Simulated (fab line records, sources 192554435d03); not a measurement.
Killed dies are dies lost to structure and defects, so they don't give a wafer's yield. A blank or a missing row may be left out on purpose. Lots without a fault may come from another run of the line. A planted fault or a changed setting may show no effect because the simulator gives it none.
fab line records | flow n5_finfet
record lots=5 wafers=15 last_day=18
route steps=1938 shown ILD0@336 SDB@347
lots that met no fault: from a run of the same line without faults
start_h: hours from the record's first day to the start of the lot's first wafer shown | wait_h: hours since the lot's step before | " the same as in the row above | L1.1+2: a row that stands for several wafers | - no value, or no start given | * or withheld: withheld | < > ~ a bound
route shown NAME@n: a module of which the file shows steps, and the number in the route of the first | usual: mean/standard deviation of fault-free wafers | same: alike in all rows | chamber/n: place in a boat | sites: the reading at each site | _std_site: their standard deviation | _edge_site: outer sites' mean less inner sites' | radius_mm: how far each site lies from the wafer's centre | mask NAME#n: copy n | behind: the tool/chamber that last shaped the wafer | hold: why the lot was held/for how many hours/how that ended | device: the transistor (n, p or np) that didn't switch | end of line: the same wafers' tests at the end of the route | a step without rows: its recipe alone | killed: dies lost to structure and defects at the first sort, not the wafer's yield | map: a wafer's dies, x killed, . not, _ none there
set.NAME: the setting as run; set.NAME@STEP: as run at that earlier step | model.NAME: the simulator's own value behind a step, which no gauge read
lots at some steps of the route; a table a step, a row a wafer
services: from which hour (start_h, from the record's first day; less than 0 if before it) a tool's chamber was out of use, for how many hours, and why
## steps
# step N5_ILD0_FCVD_FILL_01
# recipe material=SiO2_flowable target_thk_a=2000 temp_c=100 pressure_torr=0.8 rf_w=2000 time_s=328.3
# usual rf_fwd_power_W=1997/6.1
# columns lot.wafer tool chamber start_h wait_h rf_fwd_power_W
L075.3 fcvd-01 1 67.57 0.3 1987
L075.5 " 0 " " 2012
L075.6 " 1 " " 1988
L077.1 fcvd-02 0 77.46 0.2 1998
L077.3 " 0 " " 2005
L077.4 " 1 " " 2001
L088.4 fcvd-02 0 144.81 0.3 1999
L088.5 " 1 " " 1995
L088.6 " 0 " " 1989
L091.3 fcvd-02 1 161.28 0.3 2004
L091.5 " 0 " " 1998
L091.6 " 1 " " 2002
L093.2 fcvd-01 1 174.67 0.2 2012
L093.3 " 1 " " 2003
L093.4 " 0 " " 1993
# step N5_ILD0_CURE_02
# recipe temp_c=450 time_s=1800 ambient=steam idle_temp_c=400 ramp_up_c_per_min=5 ramp_down_c_per_min=3 densification_p_h2o_torr=640
# usual spike_tc_centre_C=449.8/0.97
# columns lot.wafer tool chamber start_h wait_h spike_tc_centre_C
L075.3 furnace-03 0 67.84 0.2 448.8
L075.5 " 0 " " 450.2
L075.6 " 0 " " 449.9
L077.1 furnace-02 0 77.86 0.3 451.1
L077.3 " 0 " " 449.9
L077.4 " 0 " " 450.2
L088.4 furnace-03 0 145.08 0.2 449.1
L088.5 " 0 " " 449.6
L088.6 " 0 " " 450.2
L091.3 furnace-01 0 161.55 0.2 450.1
L091.5 " 0 " " 449.4
L091.6 " 0 " " 450.1
L093.2 furnace-01 0 175.06 0.3 452.0
L093.3 " 0 " " 450.7
L093.4 " 0 " " 449.0
# step N5_ILD0_CMP_03
# recipe stop_on=SiNx t_overpolish_s=1.9 post_cmp_clean=alkaline_brush down_force_psi=4.1491 platen_rpm=51.796 pad_velocity_m_s=1.0306 target_thk_nm=197.38
# usual motor_current_A=12.2/1.2 overpolish_run_s=1.901/0.0089 time_to_endpoint_s=72/6.7
# columns lot.wafer tool chamber start_h wait_h motor_current_A overpolish_run_s time_to_endpoint_s
L075.3 cmp-03 3 69.45 0.1 11.9 1.912 73
L075.5 " 2 " " 15.0 1.901 74
L075.6 " 3 " " 11.9 1.905 74
L077.3 cmp-04 1 79.46 0.1 10.1 1.911 66
L077.4 " 2 " " 11.5 1.902 67
L077.1 " 3 " " 12.1 1.893 70
L088.4 cmp-02 1 146.73 0.1 11.9 1.891 75
L088.6 " 3 " " 14.2 1.905 74
L088.5 " 0 " " 12.3 1.903 81
L091.3 cmp-04 1 163.11 0.0 11.2 1.907 68
L091.5 " 1 " " 10.8 1.900 68
L091.6 " 2 " " 10.9 1.906 66
L093.3 cmp-02 2 176.65 0.1 12.5 1.903 71
L093.2 " 3 " " 13.3 1.905 75
L093.4 " 0 " " 12.1 1.902 76
# step N5_ILD0_THK_MEAS_04
# usual thk_nm=197.6/1.5
# columns lot.wafer tool chamber start_h wait_h thk_nm
L075.3 film_metro-01 - 69.71 - 197.6
L075.5 " - " " 197.4
L075.6 " - " " 198.2
L077.1 film_metro-01 - 79.71 - 197.2
L077.3 " - " " 197.1
L077.4 " - " " 196.8
L088.4 film_metro-01 - 146.95 - 196.1
L088.5 " - " " 198.8
L088.6 " - " " 195.4
L091.3 film_metro-02 - 163.41 - 197.6
L091.5 " - " " 196.9
L091.6 " - " " 195.8
L093.2 film_metro-01 - 176.91 - 197.7
L093.3 " - " " 197.6
L093.4 " - " " 198.4
# step N5_ILD0_CMP_07
# recipe stop_on=poly-Si material=SiO2_flowable t_overpolish_s=1.18 post_cmp_clean=alkaline_brush down_force_psi=4.1491 platen_rpm=51.796 pad_velocity_m_s=1.0306 target_thk_nm=138.88
# usual motor_current_A=12.0/1.1
# columns lot.wafer tool chamber start_h wait_h motor_current_A
L075.3 cmp-04 0 69.81 0.1 12.5
L075.6 " 2 " " 11.5
L075.5 " 3 " " 12.4
L077.1 cmp-04 3 79.91 0.2 12.0
L077.3 " 0 " " 12.3
L077.4 " 1 " " 10.3
L088.4 cmp-04 2 147.02 0.1 11.0
L088.6 " 1 " " 10.4
L088.5 " 2 " " 11.4
L091.3 cmp-03 0 163.47 0.1 11.6
L091.5 " 3 " " 11.8
L091.6 " 0 " " 11.5
L093.3 cmp-03 1 176.94 0.0 11.5
L093.2 " 3 " " 11.2
L093.4 " 0 " " 11.4
# step N5_ILD0_THK_MEAS_08
# usual thk_nm=139.1/1.4
# columns lot.wafer tool chamber start_h wait_h thk_nm
L075.3 film_metro-02 - 70.03 - 139.3
L075.5 " - " " 138.2
L075.6 " - " " 136.9
L077.1 film_metro-02 - 80.17 - 139.4
L077.3 " - " " 140.1
L077.4 " - " " 138.5
L088.4 film_metro-01 - 147.28 - 138.4
L088.5 " - " " 138.3
L088.6 " - " " 138.2
L091.3 film_metro-02 - 163.73 - 138.9
L091.5 " - " " 135.4
L091.6 " - " " 139.8
L093.2 film_metro-02 - 177.24 - 139.8
L093.3 " - " " 141.7
L093.4 " - " " 141.9
# step N5_ILD0_PRECLEAN_10
# recipe chemistry=NF3:NH3 afs_cycles=5 time_s=20 temp_c=30 sublimation_temp_c=180 sublimation_time_s=60 pressure_torr=3 rf_power_w=30
# usual temp_c=30.02/0.11
# columns lot.wafer tool chamber start_h wait_h temp_c
L075.3 remote_plasma-01 1 70.29 0.3 29.91
L075.5 " 1 " " 29.79
L075.6 " 1 " " 29.98
L077.1 remote_plasma-02 0 80.20 0.0 30.05
L077.3 " 0 " " 30.14
L077.4 " 0 " " 30.10
L088.4 remote_plasma-01 1 147.64 0.4 30.18
L088.5 " 1 " " 30.08
L088.6 " 1 " " 30.11
L091.3 remote_plasma-01 0 163.98 0.3 30.06
L091.5 " 0 " " 29.93
L091.6 " 0 " " 29.99
L093.2 remote_plasma-02 1 177.38 0.1 30.08
L093.3 " 1 " " 29.99
L093.4 " 1 " " 30.07
# step N5_ILD0_ALD_15
# recipe material=SiNx target_thk_a=240 temp_c=400 ald_precursor_family=SiH2I2 ald_co_reactant=N2/H2-plasma pulse_time_s=1 ald_cycles=480 purge_time_s=2 co_reactant_purge_time_s=2 pressure_torr=2
# usual heater_power_w=861/110 precursor_pulse_height_rel=1.001/0.021
# columns lot.wafer tool chamber start_h wait_h heater_power_w precursor_pulse_height_rel
L075.3 ald_sin-01 3 70.75 0.4 779 1.049
L075.5 " 2 71.83 1.2 994 0.995
L075.6 " 1 " " 1046 1.013
L077.1 ald_sin-01 3 80.88 0.6 769 1.009
L077.3 " 0 " " 787 1.055
L077.4 " 2 " " 967 0.979
L088.4 ald_sin-02 0 147.99 0.2 686 1.017
L088.5 " 0 149.08 1.2 696 0.988
L088.6 " 1 " " 935 1.000
L091.3 ald_sin-04 3 164.66 0.6 746 1.002
L091.5 " 0 165.75 1.4 950 1.001
L091.6 " 1 " " 846 1.007
L093.2 ald_sin-01 1 177.95 0.5 1025 0.997
L093.3 " 3 " " 755 1.017
L093.4 " 0 " " 800 1.004
# step N5_ILD0_CMP_12
# recipe stop_on=poly-Si material=SiNx t_overpolish_s=6 post_cmp_clean=alkaline_brush down_force_psi=2.5 platen_rpm=51.8 pad_velocity_m_s=1.0307 target_thk_nm=17.67
# usual motor_current_A=9.0/0.97 overpolish_run_s=6.000/0.0086 time_to_endpoint_s=30/3.7
# columns lot.wafer tool chamber start_h wait_h motor_current_A overpolish_run_s time_to_endpoint_s
L075.3 cmp-03 2 73.02 1.2 10.8 6.011 25
L075.5 " 0 " " 8.8 5.983 34
L075.6 " 1 " " 8.1 5.999 35
L077.4 cmp-02 3 83.12 1.2 9.5 6.009 26
L077.1 " 0 " " 8.9 6.003 25
L077.3 " 1 " " 8.4 6.000 26
L088.4 cmp-04 2 150.19 1.1 8.1 6.005 26
L088.5 " 2 " " 8.1 5.995 27
L088.6 " 3 " " 8.7 5.985 27
L091.3 cmp-03 2 166.94 1.2 10.7 5.979 25
L091.5 " 0 " " 8.7 6.001 31
L091.6 " 1 " " 8.9 5.984 31
L093.2 cmp-02 0 180.19 1.2 8.8 6.024 33
L093.3 " 1 " " 8.9 6.006 31
L093.4 " 2 " " 9.7 6.002 30
# step N5_ILD0_THK_MEAS_13
# usual thk_nm=18.1/1.5
# columns lot.wafer tool chamber start_h wait_h thk_nm
L075.3 film_metro-02 - 73.24 - 16.7
L075.5 " - " " 20.7
L075.6 " - " " 19.8
L077.1 film_metro-02 - 83.38 - 17.9
L077.3 " - " " 16.8
L077.4 " - " " 16.8
L088.4 film_metro-01 - 150.49 - 17.2
L088.5 " - " " 17.1
L088.6 " - " " 18.1
L091.3 film_metro-01 - 167.16 - 16.7
L091.5 " - " " 20.6
L091.6 " - " " 19.2
L093.2 film_metro-02 - 180.45 - 18.8
L093.3 " - " " 18.1
L093.4 " - " " 18.0
# step N5_ILD0_INSPECT_06
# recipe inspect_instrument=darkfield mode=post_cmp
# usual raw_defect_count=38/18
# columns lot.wafer tool chamber start_h wait_h raw_defect_count
L075.3 defect_inspect-02 - 73.27 0.0 18
L075.5 " - " " 11
L075.6 " - " " 16
L077.1 defect_inspect-01 - 83.41 0.0 44
L077.3 " - " " 55
L077.4 " - " " 50
L088.4 defect_inspect-01 - 150.51 0.0 47
L088.5 " - " " 35
L088.6 " - " " 36
L091.3 defect_inspect-02 - 167.18 0.0 48
L091.5 " - " " 63
L091.6 " - " " 52
L093.2 defect_inspect-01 - 180.48 0.0 32
L093.3 " - " " 18
L093.4 " - " " 29
# step N5_SDB_HM_DEP_00
# recipe material=SiNx target_thk_a=400 temp_c=400 precursor=SiH4/NH3/N2 pressure_torr=1.5 rf_w=300 time_s=35.3
# usual heater_power_w=793/78 rf_fwd_power_W=297.3/1 showerhead_plenum_p_Torr=5.19/0.069 throttle_valve_pct=39.0/1.4
# columns lot.wafer tool chamber start_h wait_h heater_power_w rf_fwd_power_W showerhead_plenum_p_Torr throttle_valve_pct
L075.3 pecvd-03 1 73.30 0.0 741 298.5 4.98 41.5
L075.5 " 0 " " 726 298.9 5.12 39.0
L075.6 " 1 " " 745 299.1 5.00 41.2
L077.1 pecvd-01 2 83.44 0.0 692 296.0 5.17 38.8
L077.3 " 2 " " 696 297.3 5.17 38.8
L077.4 " 1 " " 867 296.5 5.26 37.6
L088.4 pecvd-04 2 150.58 0.1 854 297.9 5.21 38.3
L088.5 " 1 " " 620 297.1 5.22 42.6
L088.6 " 0 " " 940 297.8 5.16 39.4
L091.3 pecvd-01 0 167.22 0.0 805 297.4 5.25 37.9
L091.5 " 1 " " 821 296.4 5.25 37.8
L091.6 " 0 " " 816 296.7 5.24 37.9
L093.2 pecvd-04 1 180.51 0.0 691 298.3 5.20 42.2
L093.3 " 2 " " 881 296.9 5.22 38.4
L093.4 " 2 " " 845 297.4 5.20 38.6
# step N5_SDB_COAT_03
# recipe resist=SOC temp_c=250 time_s=60 spin_rpm=1500 resist_thk_nm=100
# columns lot.wafer tool chamber start_h wait_h
L075.3+5+6 litho_track-04 0 73.39 0.1
L077.1+3+4 litho_track-01 0 83.55 0.1
L088.4+5+6 litho_track-04 0 150.63 0.0
L091.3+5+6 litho_track-01 0 167.30 0.1
L093.2+3+4 litho_track-01 0 180.59 0.1
# step N5_SDB_COAT_04
# recipe resist=SiARC temp_c=220 time_s=60 spin_rpm=1500 resist_thk_nm=18
# columns lot.wafer tool chamber start_h wait_h
L075.3+5+6 litho_track-04 0 - -
L077.1+3+4 litho_track-01 0 - -
L088.4+5+6 litho_track-04 0 - -
L091.3+5+6 litho_track-01 0 - -
L093.2+3+4 litho_track-01 0 - -
# step N5_SDB_COAT_05
# recipe resist=CAR-ArF spin_rpm=1500 resist_thk_nm=90
# columns lot.wafer tool chamber start_h wait_h
L075.3+5+6 litho_track-04 0 - -
L077.1+3+4 litho_track-01 0 - -
L088.4+5+6 litho_track-04 0 - -
L091.3+5+6 litho_track-01 0 - -
L093.2+3+4 litho_track-01 0 - -
# step N5_SDB_EBR_07
# recipe solvent=PGMEA ebr_width_mm=1.5
# columns lot.wafer tool chamber start_h wait_h
L075.3+5+6 litho_track-04 0 - -
L077.1+3+4 litho_track-01 0 - -
L088.4+5+6 litho_track-04 0 - -
L091.3+5+6 litho_track-01 0 - -
L093.2+3+4 litho_track-01 0 - -
# step N5_SDB_SOFTBAKE_06
# recipe temp_c=110 time_s=60 resist=CAR-ArF
# columns lot.wafer tool chamber start_h wait_h
L075.3+5+6 litho_track-04 0 - -
L077.1+3+4 litho_track-01 0 - -
L088.4+5+6 litho_track-04 0 - -
L091.3+5+6 litho_track-01 0 - -
L093.2+3+4 litho_track-01 0 - -
# step N5_SDB_EXPOSE_08
# recipe mask_id=SDB na=1.35 source_shape=conventional sigma_outer=0.5 polarization=unpolarized dose_mj=49.6
# usual exposure_dose_mJ_cm2=49.57/0.043
# same na=1.35
# columns lot.wafer tool chamber start_h wait_h mask exposure_dose_mJ_cm2
L075.3 arfi_scanner-03 0 73.52 - SDB#0 49.61
L075.5 " 0 " " SDB#0 49.54
L075.6 " 0 " " SDB#0 49.63
L077.1 arfi_scanner-02 0 83.93 - SDB#0 49.56
L077.3 " 0 " " SDB#0 49.55
L077.4 " 0 " " SDB#0 49.60
L088.4 arfi_scanner-01 0 150.77 - SDB#0 49.52
L088.5 " 0 " " SDB#0 49.55
L088.6 " 0 " " SDB#0 49.58
L091.3 arfi_scanner-02 0 167.56 - SDB#0 49.51
L091.5 " 0 " " SDB#0 49.56
L091.6 " 0 " " SDB#0 49.59
L093.2 arfi_scanner-01 0 180.84 - SDB#0 49.56
L093.3 " 0 " " SDB#0 49.57
L093.4 " 0 " " SDB#0 49.62
# step N5_SDB_PEB_09
# recipe peb_temp_c=withheld peb_time_s=60 resist=CAR-ArF
# columns lot.wafer tool chamber start_h wait_h
L075.3+5+6 litho_track-04 0 73.56 0.0
L077.1+3+4 litho_track-01 0 83.99 0.1
L088.4+5+6 litho_track-04 0 150.81 0.0
L091.3+5+6 litho_track-04 0 167.60 0.0
L093.2+3+4 litho_track-01 0 180.90 0.0
# step N5_SDB_DEVELOP_10
# recipe develop_time_s=30 developer=TMAH resist=CAR-ArF rinse_liquid=diw dry=air_spin dev_temp_c=23
# usual developer_temp_C=22.99/0.11
# columns lot.wafer tool chamber start_h wait_h developer_temp_C
L075.3 litho_track-04 0 - - 22.89
L075.5 " 0 " " 22.90
L075.6 " 0 " " 23.04
L077.1 litho_track-01 0 - - 22.81
L077.3 " 0 " " 22.72
L077.4 " 0 " " 22.93
L088.4 litho_track-04 0 - - 23.03
L088.5 " 0 " " 22.90
L088.6 " 0 " " 22.98
L091.3 litho_track-04 0 - - 22.97
L091.5 " 0 " " 23.05
L091.6 " 0 " " 23.00
L093.2 litho_track-01 0 - - 23.09
L093.3 " 0 " " 22.95
L093.4 " 0 " " 23.01
# step N5_SDB_CD_MEAS_11
# recipe target_cd_nm=50 landing_energy_ev=500 detector=se_inlens polarity=opening
# usual cd_nm=50.7/1.1
# columns lot.wafer tool chamber start_h wait_h cd_nm
L075.3 cd_sem-02 0 73.63 - 51.3
L075.5 " 0 " " 51.4
L075.6 " 0 " " 52.1
L077.1 cd_sem-03 0 84.06 - 50.9
L077.3 " 0 " " 51.8
L077.4 " 0 " " 49.5
L088.4 cd_sem-03 0 150.88 - 50.7
L088.5 " 0 " " 48.0
L088.6 " 0 " " 50.7
L091.3 cd_sem-01 0 167.67 - 47.3
L091.5 " 0 " " 50.2
L091.6 " 0 " " 49.3
L093.2 cd_sem-03 0 180.97 - 50.2
L093.3 " 0 " " 49.4
L093.4 " 0 " " 51.0
# step N5_SDB_OVL_MEAS_12
# recipe points_per_wafer=44
# usual SDB_OVL=-0.1/0.79
# columns lot.wafer tool chamber start_h wait_h SDB_OVL[nm]
L075.3 overlay-01 0 73.66 0.0 1.1
L075.5 " 0 " " 0.2
L075.6 " 0 " " 0.7
L077.1 overlay-01 0 84.09 0.0 -0.1
L077.3 " 0 " " 0.3
L077.4 " 0 " " -1.8
L088.4 overlay-01 0 150.91 0.0 -0.1
L088.5 " 0 " " -0.3
L088.6 " 0 " " -0.6
L091.3 overlay-02 0 167.70 0.0 -0.1
L091.5 " 0 " " 1.1
L091.6 " 0 " " -0.3
L093.2 overlay-01 0 181.00 0.0 1.3
L093.3 " 0 " " 1.6
L093.4 " 0 " " 0.3
# step N5_SDB_INSPECT_13
# recipe mode=adi inspect_instrument=brightfield
# usual raw_defect_count=68/26
# columns lot.wafer tool chamber start_h wait_h raw_defect_count
L075.3 defect_inspect-02 - 73.69 0.0 46
L075.5 " - " " 40
L075.6 " - " " 65
L077.1 defect_inspect-01 - 84.11 0.0 87
L077.3 " - " " 63
L077.4 " - " " 101
L088.4 defect_inspect-02 - 150.93 0.0 72
L088.5 " - " " 115
L088.6 " - " " 41
L091.3 defect_inspect-01 - 167.72 0.0 50
L091.5 " - " " 51
L091.6 " - " " 63
L093.2 defect_inspect-02 - 181.02 0.0 29
L093.3 " - " " 39
L093.4 " - " " 26
# step N5_SDB_DESCUM_16
# recipe chemistry=O2 time_s=7.9 source_power_w=50 bias_power_w=20 pressure_mtorr=20 rf_frequency_hz=2.712e+07 temp_c=40 resist=CAR-ArF o2_flow_sccm=225
# usual drypump_motor_current_A=5.7/0.43 o2_flow_sccm=224.9/0.75 oes_product_au=0.76/0.099 rf_fwd_power_W=49.39/0.26 rf_vpp_V=243.7/1.4 showerhead_plenum_p_Torr=2.13/0.065 temp_c=40.01/0.11 throttle_valve_pct=20.47/0.23
# columns lot.wafer tool chamber start_h wait_h drypump_motor_current_A o2_flow_sccm oes_product_au rf_fwd_power_W rf_hours_counter_h rf_vpp_V showerhead_plenum_p_Torr temp_c throttle_valve_pct
L075.3 rie_diel-05 1 73.72 0.0 6.1 223.8 0.99 49.31 1 244.1 2.16 40.12 20.14
L075.5 " 3 " " 6.1 223.0 0.71 49.60 - 244.1 2.06 39.92 20.43
L075.6 " 2 " " 5.7 224.1 0.82 49.38 - 245.2 2.21 40.22 20.36
L077.1 rie_diel-04 1 84.52 0.4 5.4 225.7 0.74 49.59 199 247.0 2.17 40.10 20.48
L077.3 " 2 " " 5.8 225.7 0.85 49.55 77 244.2 2.22 40.09 20.52
L077.4 " 0 " " 5.3 225.0 0.68 49.57 211 246.5 2.17 40.03 20.83
L088.4 rie_diel-04 3 151.05 0.1 5.3 224.5 0.73 49.47 220 242.0 2.07 40.03 20.64
L088.5 " 1 " " 5.4 226.0 0.73 49.59 - 245.3 2.16 39.87 20.52
L088.6 " 2 " " 5.9 224.3 0.82 49.72 - 244.9 2.21 39.99 20.55
L091.3 rie_diel-04 2 167.90 0.2 5.8 226.1 0.82 49.45 104 245.2 2.21 40.05 20.55
L091.5 " 1 " " 5.4 225.3 0.73 49.66 - 244.5 2.16 40.16 20.53
L091.6 " 0 " " 5.3 225.1 0.67 48.95 - 244.4 2.16 39.83 20.88
L093.2 rie_diel-04 2 181.49 0.5 5.8 225.0 0.82 49.64 108 244.6 2.21 39.85 20.56
L093.3 " 3 " " 5.3 225.2 0.73 49.40 232 242.0 2.06 39.99 20.66
L093.4 " 1 " " 5.4 226.0 0.71 49.82 232 243.7 2.15 40.21 20.52
# step N5_SDB_ETCH_17
# recipe chemistry=CF4 target=SiARC target_depth_a=234 mask_material=CAR-ArF time_s=39 ion_energy_ev=80 pressure_mtorr=40 source_w=545 bias_w=36 Ar_flow_sccm=100 cf4_flow_sccm=100 ends=cleared
# usual drypump_motor_current_A=5.7/0.43 etch_rf_on_time_s=38.8/1.1 oes_product_au=0.66/0.084 rf_fwd_power_W=535/3.3 rf_vpp_V=184.5/1.2 showerhead_plenum_p_Torr=2.18/0.056 throttle_valve_pct=15.68/0.23
# columns lot.wafer tool chamber start_h wait_h drypump_motor_current_A etch_rf_on_time_s oes_product_au rf_fwd_power_W rf_hours_counter_h rf_vpp_V showerhead_plenum_p_Torr throttle_valve_pct
L075.3 rie_diel-05 1 73.75 0.0 6.1 38.4 0.84 534 1 183.7 2.20 15.19
L075.5 " 3 " " 6.1 40.0 0.61 538 - 182.9 2.12 15.79
L075.6 " 2 " " 5.7 38.9 0.69 535 - 185.9 2.26 15.58
L077.1 rie_diel-04 1 84.55 0.0 5.4 39.2 0.62 541 199 184.2 2.21 15.71
L077.3 " 2 " " 5.9 38.8 0.73 534 77 186.8 2.26 15.64
L077.4 " 0 " " 5.3 39.2 0.60 530 211 185.1 2.21 15.92
L088.4 rie_diel-04 3 151.08 0.0 5.3 37.2 0.63 537 220 183.8 2.12 15.95
L088.5 " 1 " " 5.4 38.7 0.62 535 - 184.3 2.20 15.75
L088.6 " 2 " " 5.8 38.9 0.70 538 - 185.9 2.25 15.69
L091.3 rie_diel-04 2 167.94 0.0 5.8 38.4 0.70 536 104 184.9 2.25 15.72
L091.5 " 1 " " 5.4 38.8 0.61 534 - 185.2 2.20 15.75
L091.6 " 0 " " 5.3 38.5 0.59 529 - 185.4 2.20 15.98
L093.2 rie_diel-04 2 181.53 0.0 5.8 38.6 0.69 535 108 187.1 2.25 15.72
L093.3 " 3 " " 5.4 37.3 0.62 539 232 183.5 2.12 15.96
L093.4 " 1 " " 5.4 39.1 0.61 537 232 185.6 2.19 15.75
# step N5_SDB_ETCH_18
# recipe chemistry=N2/H2 target=SOC target_depth_a=1000 overetch_a=200 mask_material=SiARC temp_c=40 time_s=150 ion_energy_ev=200 pressure_mtorr=30 source_w=840 bias_w=150 n2_flow_sccm=200 h2_flow_sccm=200
# usual drypump_motor_current_A=5.7/0.43 oes_product_au=0.69/0.082 rf_fwd_power_W=837.1/2.5 rf_vpp_V=524.8/2.2 showerhead_plenum_p_Torr=2.58/0.079 temp_c=40.02/0.1 throttle_valve_pct=17.84/0.27
# columns lot.wafer tool chamber start_h wait_h drypump_motor_current_A oes_product_au rf_fwd_power_W rf_hours_counter_h rf_vpp_V showerhead_plenum_p_Torr temp_c throttle_valve_pct
L075.3 rie_diel-05 1 73.79 0.0 6.0 0.87 838.3 1 524.8 2.60 40.06 17.36
L075.5 " 3 " " 6.2 0.64 839.9 - 521.6 2.54 39.78 18.15
L075.6 " 2 " " 5.7 0.72 836.8 - 527.9 2.70 40.17 17.94
L077.1 rie_diel-04 1 84.59 0.0 5.4 0.66 834.3 199 527.5 2.65 40.01 18.16
L077.3 " 2 " " 5.8 0.75 833.9 77 527.6 2.67 39.92 17.68
L077.4 " 0 " " 5.3 0.63 835.2 211 525.7 2.61 40.12 18.05
L088.4 rie_diel-04 3 151.12 0.0 5.3 0.64 839.8 220 521.4 2.50 39.91 17.97
L088.5 " 1 " " 5.4 0.64 836.8 - 525.0 2.64 40.05 18.18
L088.6 " 2 " " 5.8 0.74 834.9 - 527.7 2.66 40.13 17.73
L091.3 rie_diel-04 2 167.97 0.0 5.8 0.73 841.8 104 525.7 2.66 40.08 17.73
L091.5 " 1 " " 5.4 0.64 839.4 - 525.7 2.64 39.90 18.20
L091.6 " 0 " " 5.3 0.62 836.7 - 525.0 2.59 40.11 18.11
L093.2 rie_diel-04 2 181.56 0.0 5.9 0.73 834.8 108 527.2 2.66 39.96 17.76
L093.3 " 3 " " 5.3 0.63 836.9 232 522.0 2.50 39.89 17.98
L093.4 " 1 " " 5.4 0.64 835.4 233 526.2 2.63 39.91 18.21
# step N5_SDB_STRIP_19
# recipe chemistry=N2/H2 temp_c=40 n2_flow_sccm=200 h2_flow_sccm=200 rf_frequency_hz=6e+07
# columns lot.wafer tool chamber start_h wait_h
L075.3+5+6 rie_diel-05 1,3,2 73.92 0.1
L077.1+3+4 rie_diel-04 1,2,0 84.72 0.1
L088.4+5+6 rie_diel-04 3,1,2 151.24 0.1
L091.3+5+6 rie_diel-04 2,1,0 168.10 0.1
L093.2+3+4 rie_diel-04 2,3,1 181.69 0.1
# step N5_SDB_STRIP_21
# recipe chemistry=CF4 resist=SiARC power_w=300 bias_power_w=75 pressure_mtorr=50 cf4_flow_sccm=150 rf_frequency_hz=6e+07
# usual drypump_motor_current_A=5.7/0.43 oes_product_au=0.76/0.09 rf_fwd_power_W=292.9/0.85 rf_vpp_V=271.7/1.4 showerhead_plenum_p_Torr=1.83/0.053 throttle_valve_pct=13.68/0.24
# columns lot.wafer tool chamber start_h wait_h drypump_motor_current_A oes_product_au rf_fwd_power_W rf_hours_counter_h rf_vpp_V showerhead_plenum_p_Torr throttle_valve_pct
L075.3 rie_diel-05 1 73.93 0.0 6.1 0.96 292.1 1 272.4 1.84 13.14
L075.5 " 3 " " 6.1 0.71 293.3 - 271.2 1.78 13.77
L075.6 " 2 " " 5.6 0.80 292.8 - 272.8 1.91 13.59
L077.1 rie_diel-04 1 84.73 0.0 5.4 0.73 292.9 199 271.7 1.86 13.75
L077.3 " 2 " " 5.9 0.83 292.6 77 273.8 1.90 13.63
L077.4 " 0 " " 5.3 0.70 293.7 211 272.4 1.84 13.87
L088.4 rie_diel-04 3 151.25 0.0 5.3 0.71 292.9 220 272.0 1.79 13.96
L088.5 " 1 " " 5.4 0.71 292.3 - 273.3 1.86 13.79
L088.6 " 2 " " 5.9 0.81 293.7 - 273.5 1.90 13.69
L091.3 rie_diel-04 2 168.11 0.0 5.9 0.80 292.2 104 272.6 1.89 13.71
L091.5 " 1 " " 5.4 0.71 291.7 - 272.7 1.86 13.81
L091.6 " 0 " " 5.3 0.68 292.7 - 273.4 1.83 13.93
L093.2 rie_diel-04 2 181.70 0.0 5.8 0.80 291.6 108 272.2 1.89 13.71
L093.3 " 3 " " 5.3 0.70 292.6 232 271.2 1.78 13.98
L093.4 " 1 " " 5.4 0.71 293.6 233 271.2 1.85 13.82
# step N5_SDB_HM_OPEN_20
# recipe chemistry=CH3F/O2 target=SiNx mask_material=SOC target_depth_a=240 stop_on=poly-Si over_etch_frac=0.4 ion_energy_ev=120 pressure_mtorr=30 source_w=395 bias_w=73 Ar_flow_sccm=150 CH3F_flow_sccm=30 O2_flow_sccm=20
# usual drypump_motor_current_A=5.7/0.43 oes_ar_750_au=0.77/0.089 oes_product_au=0.63/0.074 rf_fwd_power_W=392.1/1.4 rf_vpp_V=300/13 showerhead_plenum_p_Torr=2.03/0.051 throttle_valve_pct=16.38/0.26
# columns lot.wafer tool chamber start_h wait_h drypump_motor_current_A oes_ar_750_au oes_product_au rf_fwd_power_W rf_hours_counter_h rf_vpp_V showerhead_plenum_p_Torr throttle_valve_pct
L075.3 rie_diel-05 1 73.95 0.0 6.1 0.97 0.80 391.1 1 298 2.05 15.91
L075.5 " 3 " " 6.2 0.71 0.59 390.8 - 298 1.98 16.44
L075.6 " 2 " " 5.7 0.81 0.68 393.3 - 308 2.09 16.18
L077.1 rie_diel-04 1 84.75 0.0 5.4 0.73 0.61 392.6 199 293 2.05 16.33
L077.3 " 2 " " 5.9 0.82 0.68 390.9 77 309 2.11 16.31
L077.4 " 0 " " 5.3 0.72 0.57 391.7 211 312 2.07 16.72
L088.4 rie_diel-04 3 151.27 0.0 5.3 0.74 0.60 393.9 220 274 1.98 16.60
L088.5 " 1 " " 5.4 0.72 0.60 392.5 - 294 2.04 16.38
L088.6 " 2 " " 5.8 0.80 0.67 393.8 - 310 2.10 16.36
L091.3 rie_diel-04 2 168.13 0.0 5.8 0.80 0.66 391.9 104 310 2.10 16.36
L091.5 " 1 " " 5.4 0.71 0.58 392.6 - 293 2.04 16.39
L091.6 " 0 " " 5.3 0.69 0.57 392.0 - 312 2.07 16.79
L093.2 rie_diel-04 2 181.72 0.0 5.9 0.79 0.66 390.2 108 309 2.10 16.37
L093.3 " 3 " " 5.3 0.73 0.58 392.4 232 273 1.97 16.63
L093.4 " 1 " " 5.4 0.70 0.59 393.7 233 293 2.04 16.40
## services
# columns tool chamber start_h hours kind
rie_diel-04 3 43.63 2.5 repair
cmp-04 - 53.53 2.8 repair
fcvd-02 - 53.91 0.2 repair
fcvd-02 - 54.15 7.5 pm
cmp-02 - 54.98 4.0 pm
arfi_scanner-02 - 61.09 17.2 repair
rie_diel-04 1 64.66 7.4 repair
fcvd-01 0 70.38 4.8 repair
fcvd-01 - 71.33 28.1 pm
pecvd-04 - 73.51 0.4 repair
pecvd-01 0 76.29 13.2 repair
arfi_scanner-02 - 78.97 3.1 pm
cmp-04 - 80.10 20.2 pm
arfi_scanner-01 - 83.38 1.0 pm
ald_sin-01 - 85.25 14.0 pm
rie_diel-05 1 102.88 4.1 repair
cmp-03 - 119.44 0.9 repair
cmp-04 - 140.74 4.0 pm
cmp-02 - 155.54 2.0 repair
ald_sin-01 - 157.80 2.8 pm
cmp-02 - 163.44 3.8 pm
rie_diel-05 0 167.07 5.0 repair
cmp-04 - 171.47 3.7 pm
rie_diel-04 2 175.54 3.6 repair
## key
fault none
